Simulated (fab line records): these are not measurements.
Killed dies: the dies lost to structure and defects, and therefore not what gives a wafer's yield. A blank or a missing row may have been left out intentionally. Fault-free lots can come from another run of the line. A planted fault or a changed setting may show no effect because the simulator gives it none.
Matching of chambers + flow nand_harc + NHARC_A_STAIRCASE_DESCUM_252 on rie_diel-13 has 4 sister chambers
The step chemistry O2, time 3 s. 18 wafers are shown with their chamber, then 9 later ones without.

== WAFERS PAIRED WITH THEIR CHAMBERS ==
| wafer  | chamber | drypump_motor_current_A (A) | showerhead_plenum_p_Torr (Torr) | oes_product_au (a.u.) |
|--------|---------|-----------------------------|---------------------------------|-----------------------|
| L076.2 | 0       | 5.4                         | 1.85                            | 1.001                 |
| L076.3 | 2       | 6.3                         | 1.87                            | 0.985                 |
| L076.4 | 1       | 6.4                         | 1.78                            | 1.000                 |
| L081.1 | 3       | 5.4                         | 1.78                            | 0.996                 |
| L081.3 | 2       | 6.3                         | 1.87                            | 0.997                 |
| L081.4 | 1       | 6.4                         | 1.78                            | 1.001                 |
| L083.3 | 0       | 5.4                         | 1.84                            | 0.999                 |
| L083.4 | 2       | 6.3                         | 1.87                            | 1.012                 |
| L083.6 | 0       | 5.4                         | 1.84                            | 1.009                 |
| L084.1 | 3       | 5.4                         | 1.77                            | 0.994                 |
| L084.5 | 2       | 6.3                         | 1.86                            | 0.998                 |
| L084.6 | 1       | 6.4                         | 1.77                            | 0.995                 |
| L087.3 | 0       | 5.4                         | 1.84                            | 1.004                 |
| L087.4 | 3       | 5.3                         | 1.77                            | 1.000                 |
| L087.5 | 2       | 6.3                         | 1.86                            | 0.999                 |
| L090.1 | 0       | 5.4                         | 1.84                            | 1.008                 |
| L090.2 | 1       | 6.4                         | 1.77                            | 0.995                 |
| L090.6 | 3       | 5.4                         | 1.77                            | 0.994                 |

SIGNATURES (averages over the wafers above)
| reading                  | chamber 0 | chamber 1 | chamber 2 | chamber 3 | scatter within a chamber |
|--------------------------|-----------|-----------|-----------|-----------|--------------------------|
| drypump_motor_current_A  | 5.400     | 6.400     | 6.300     | 5.375     | 0.0231                   |
| showerhead_plenum_p_Torr | 1.8420    | 1.7750    | 1.8660    | 1.7725    | 0.00518                  |
| oes_product_au           | 1.00420   | 0.99775   | 0.99820   | 0.99600   | 0.00595                  |
Rule: for each reading, subtract the chamber's mean from the wafer's reading, divide by that reading's scatter and square the result; add these up over the readings and take the root, which gives the wafer's distance from the chamber. If the next closest chamber is less than 2 further off than the closest, the wafer can't be placed; otherwise it belongs to the closest. How the scatter is found: for the shown wafers, subtract from each reading the mean of its chamber, square and add these, divide the total by (wafers less chambers), then take the root.

== WAFERS WHOSE CHAMBER IS MISSING ==
| wafer  | drypump_motor_current_A (A) | showerhead_plenum_p_Torr (Torr) | oes_product_au (a.u.) |
|--------|-----------------------------|---------------------------------|-----------------------|
| L089.1 | 6.3                         | 1.86                            | 1.006                 |
| L089.2 | 5.3                         | 1.77                            | 0.997                 |
| L089.4 | 6.4                         | 1.77                            | 0.993                 |
| L091.1 | 5.4                         | 1.84                            | 1.001                 |
| L091.5 | 5.3                         | 1.77                            | 1.004                 |
| L091.6 | 6.3                         | 1.86                            | 1.014                 |
| L093.1 | 6.5                         | 1.77                            | 1.000                 |
| L093.2 | 6.3                         | 1.86                            | 1.004                 |
| L093.3 | 5.4                         | 1.84                            | 0.993                 |

== CHAMBER TAKEN BY EACH ==
| wafer  | from the rows above | in truth |
|--------|---------------------|----------|
| L089.1 | 2                   | 2        |
| L089.2 | 3                   | 3        |
| L089.4 | 1                   | 1        |
| L091.1 | 0                   | 0        |
| L091.5 | 3                   | 3        |
| L091.6 | 2                   | 2        |
| L093.1 | 1                   | 1        |
| L093.2 | 2                   | 2        |
| L093.3 | 0                   | 0        |
Correctly placed: 9 of 9. From these rows, 0 cannot be placed. Placed wrongly: 0.
